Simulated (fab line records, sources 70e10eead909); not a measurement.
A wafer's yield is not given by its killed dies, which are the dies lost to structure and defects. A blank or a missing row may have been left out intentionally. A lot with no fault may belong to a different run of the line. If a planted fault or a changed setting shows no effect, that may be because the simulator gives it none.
The tool behind it: which one? | flow nand-harc | Sampling: 6 lots, 17 wafers, 5 of 1159 route steps

WHAT THE GAUGES SHOWED, per wafer
NHARC_END_SORT_01.
lot  | measured     | on        | killed-at-array
L642 | day 22 04:35 | prober-01 | 670 36
L646 | day 24 03:04 | prober-01 | 50 668 672

WHICH TOOL RAN EACH LOT (tool, then ch and the chambers of the sampled wafers, then the start)
lot  | NHARC_A_STAIRCASE_STRIP_175          | NHARC_A_STAIRCASE_TRIM_193                    | NHARC_A_STAIRCASE_ETCH_197         | NHARC_A_STAIRCASE_TRIM_200
L630 | plasma-asher-01 ch 0,1, day 11 08:02 | rie-diel-04 ch 0,2, day 11 11:16 or earlier   | rie-diel-02 ch 0,1,2, day 11 11:16 | rie-diel-02 ch 1,2, no start
L633 | plasma-asher-02 ch 0,1, day 11 21:48 | rie-diel-01 ch 0,1,2, day 12 01:16 or earlier | rie-diel-02 ch 0,1, day 12 01:16   | rie-diel-02 ch 1,2,3, no start
L637 | plasma-asher-02 ch 0,1, day 12 21:11 | rie-diel-02 ch 0,1,2, day 13 00:19 or earlier | rie-diel-02 ch 0,2,3, day 13 00:19 | rie-diel-02 ch 1,2,3, no start
L642 | plasma-asher-02 ch 0, day 14 06:28   | rie-diel-04 ch 1,2, day 14 09:35 or earlier   | rie-diel-04 ch 0,2, day 14 09:35   | rie-diel-04 ch 1,2, day 22 04:35 or earlier
L646 | plasma-asher-01 ch 0,1, day 15 00:19 | rie-diel-02 ch 0,1,3, day 15 03:07 or earlier | rie-diel-04 ch 0,1,2, day 15 03:07 | rie-diel-04 ch 0,1,2, day 24 03:04 or earlier
L648 | plasma-asher-01 ch 1, day 15 12:15   | rie-diel-02 ch 0,1, day 15 15:05 or earlier   | rie-diel-02 ch 0,1, day 15 15:05   | rie-diel-02 ch 0,3, no start
- NHARC_A_STAIRCASE_STRIP_175: strips in O2.
- NHARC_A_STAIRCASE_TRIM_193: chemistry O2, time 211.2 s.
- NHARC_A_STAIRCASE_ETCH_197: etches the open film in C4F8/O2, target depth 100 nm, time 40.5 s.
- NHARC_A_STAIRCASE_TRIM_200: chemistry O2, time 211.2 s.

THE ANSWER, worked out from the rows above alone
Rule: the lots themselves supply what counts as usual. The widest of any qualifying gaps counts: lots, ordered by their means at a reading, are off when they make up no more than a third of the lots, leave a main group of 4 or more, and stand apart from it by 3 or more times the standard deviation of that group's means. A main group is skipped when, at the precision printed for the reading in the tables above, its means are all equal. Also off: a lot with no number at a reading for which 4 or more lots have one. Where the step has rows for the other lots, those lots are counted as sound.
No lot is off on any of the readings shown, so nothing can be concluded from this.

WHAT WAS PUT IN BY THE SIMULATOR
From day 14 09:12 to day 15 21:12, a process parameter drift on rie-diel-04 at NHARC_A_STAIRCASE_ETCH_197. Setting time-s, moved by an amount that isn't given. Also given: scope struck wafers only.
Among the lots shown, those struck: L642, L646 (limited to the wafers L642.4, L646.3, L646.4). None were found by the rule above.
